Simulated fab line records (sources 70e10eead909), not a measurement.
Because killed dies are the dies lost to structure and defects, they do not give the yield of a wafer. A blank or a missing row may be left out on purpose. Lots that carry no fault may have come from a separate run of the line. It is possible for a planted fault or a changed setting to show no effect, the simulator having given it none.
A struck lot beside a sound one    flow nand_harc    41 out of 1159 route steps
Sound: wafers L753.3, L753.4, L753.5. Struck: wafer L760.2. (L760.1, L760.6 of the same lot were not struck and are left out.) The cause comes at the end.
For every step that has rows: the tool of each side, followed by ch and its chambers, followed by its first start. Under that, the readings that differ: sound wafers    struck wafers    difference of the means    sigmas: that difference in standard deviations of wafers without a fault.
alike: a reading whose means differ by less than 2 such deviations, as well as words and numbers matching on both sides. not compared: withheld readings; readings where some wafer has no value; bounds like >300 that might hide an equal value; numbers whose values overlap and for which the record gives no deviation.
The two part at a step that has a row with sigmas, a row that says differs or no value, or rows on one side only. Numbers that have no deviation but don't overlap get no sigmas and don't part them. A reading that every wafer of one side lacks parts them only if that side has two wafers or more.

NHARC_A_SGD_CUT_CD_MEAS_09 targets a cd of 100 nm.
  sound on cd_sem-03 ch 0, day 15 20:34; struck on cd_sem-01 ch 0, day 17 15:46
  alike: cd_nm
NHARC_A_SGD_CUT_OVL_MEAS_10:
  struck on overlay-02, day 17 15:51; sound on overlay-02, day 15 20:39
  alike: overlay_x_nm, overlay_y_nm
NHARC_A_SGD_CUT_INSPECT_11:
  struck on defect_inspect-01, day 17 15:53; sound on defect_inspect-02, day 15 20:41
  alike: raw_defect_count
NHARC_A_SGD_CUT_DESCUM_14: chemistry O2, time 3 s.
  sound on rie_diel-03 ch 0,1, day 15 20:45; struck on rie_diel-06 ch 2, day 17 15:56
reading                sound              struck  difference  sigmas
oes_product_au (a.u.)  1.029 1.021 1.017  0.995   -0.027      -2
  alike: drypump_motor_current_A, rf_vpp_V, showerhead_plenum_p_Torr, throttle_valve_pct
  not compared: rf_hours_counter_h
then, 3 steps without rows for these wafers: NHARC_A_SGD_CUT_ETCH_58 (etches the open film in CF4, target depth 39 nm, time 65 s); NHARC_A_SGD_CUT_ETCH_59 (etches the open film in N2/H2, target depth 260 nm, time 406.25 s); NHARC_A_SGD_CUT_ETCH_15 (etches the open film in CH3F/O2, target depth 75 nm, time 64.3 s).
NHARC_A_SGD_CUT_ETCH_16: etches the open film in C4F8/O2/Ar, target depth 310.5 nm, time 155.2 s.
  sound: rie_diel-03 ch 0,2,3; struck: rie_diel-06 ch 2
  alike: oes_product_au, rf_vpp_V
  not compared: rf_hours_counter_h
then, 1 step without rows for these wafers: NHARC_A_SGD_CUT_STRIP_60 (strips in C4F8/O2/Ar).
NHARC_A_SGD_CUT_STRIP_17: strips in O2.
  sound: rie_diel-03 ch 1,2; struck: rie_diel-06 ch 3
reading                          sound           struck  difference  sigmas
showerhead_plenum_p_Torr (Torr)  3.30 3.54 3.30  3.75    +0.37       +2
  alike: drypump_motor_current_A, oes_product_au, rf_vpp_V, throttle_valve_pct
  not compared: rf_hours_counter_h
then, 2 steps without rows for these wafers: NHARC_A_SGD_CUT_PRECLEAN_18 (cleans in SC1); NHARC_A_SGD_CUT_SRD_19.
NHARC_A_SGD_CUT_DEP_20: deposits SiO2, target thk 150 nm.
  sound on fcvd-01 ch 0,1, day 15 21:55; struck on fcvd-01 ch 0, day 17 17:14
  alike: susceptor_temp_C
then, 2 steps without rows for these wafers: NHARC_A_SGD_CUT_ANNEAL_27 (time 1800 s); NHARC_A_SGD_CUT_CMP_21 (polishes, target thk 148.19 nm).
NHARC_A_SGD_CUT_THK_MEAS_22: measures by ellipsometry.
  struck on film_metro-01, day 17 19:19; sound on film_metro-02, day 16 02:28
  alike: thk_nm
then, 5 steps without rows for these wafers: NHARC_A_SGD_CUT_SRD_23; NHARC_A_SGD_CUT_ETCH_26 (etches SiO2 in dHF, target depth 45.8 nm); NHARC_A_SGD_CUT_ETCHBACK_24 (etches the open film in CH3F/O2, target depth 50 nm, time 92.857 s); NHARC_A_SGD_CUT_STRIP_28 (strips in O2, time 20 s); NHARC_A_SLIT_DEP_25 (deposits SiO2, target thk 200 nm).
NHARC_A_SLIT_DEP_00: deposits aC, target thk 3200 nm.
  sound on acl_dep-02 ch 0, day 16 08:37; struck on acl_dep-01 ch 0, day 17 20:38
  alike: susceptor_temp_C, throttle_valve_pct
NHARC_A_SLIT_DEP_23: deposits SiON, target thk 100 nm.
  sound on pecvd-01 ch 0,1, day 16 10:00; struck on pecvd-02 ch 0, day 17 22:38
  alike: heater_power_w, susceptor_temp_C
then, 8 steps without rows for these wafers: NHARC_A_SLIT_DEHYDRATE_01 (time 120 s); NHARC_A_SLIT_HMDS_02 (time 30 s); NHARC_A_SLIT_COAT_03 (resist thk 90 nm); NHARC_A_SLIT_SOFTBAKE_04 (time 55 s); NHARC_A_SLIT_EBR_05; NHARC_A_SLIT_EXPOSE_06 (exposes mask SLIT); NHARC_A_SLIT_PEB_07 (peb time 65 s); NHARC_A_SLIT_DEVELOP_08 (develop time 35 s).
NHARC_A_SLIT_CD_MEAS_09 targets a cd of 300 nm.
  sound on cd_sem-03 ch 0, day 16 10:39; struck on cd_sem-02 ch 0, day 17 23:27
  alike: cd_nm
NHARC_A_SLIT_OVL_MEAS_10:
  struck on overlay-02, day 17 23:32; sound on overlay-02, day 16 10:44
  alike: overlay_x_nm, overlay_y_nm
then, 7 steps without rows for these wafers: NHARC_A_SLIT_DESCUM_14 (chemistry O2, time 3 s); NHARC_A_SLIT_ETCH_24 (etches the open film in CF4/CHF3, target depth 121 nm, time 60.5 s); NHARC_A_SLIT_ETCH_15 (etches the open film in O2/COS, target depth 3200 nm, time 832 s); NHARC_A_SLIT_ETCH_17 (etches the open film in C4F8/O2/Ar, time 1687.5 s, target depth 10100 nm); NHARC_A_SLIT_ETCH_26 (etches the open film in C4F8/O2/Ar, time 90 s, target depth 400 nm); NHARC_A_SLIT_STRIP_28 (strips in O2/COS); NHARC_A_SLIT_ETCH_29 (etches the open film in CF4/O2, target depth 100 nm, overetch 10 nm, time 55 s).
-- the record jumps here: 6 days lie between the struck wafers' starts before and after (it left off in module A_SLIT and takes up again in module END, whose first step shown is number 1159 of the route) --
NHARC_END_SORT_01:
  at this point the record logs the struck wafers (prober-02 ch 0, day 23 16:53) and has no rows for the sound ones

WHERE THEY PART
First at NHARC_A_SGD_CUT_DESCUM_14; last, within this record, at NHARC_END_SORT_01.

WHY: whatever the simulator had introduced
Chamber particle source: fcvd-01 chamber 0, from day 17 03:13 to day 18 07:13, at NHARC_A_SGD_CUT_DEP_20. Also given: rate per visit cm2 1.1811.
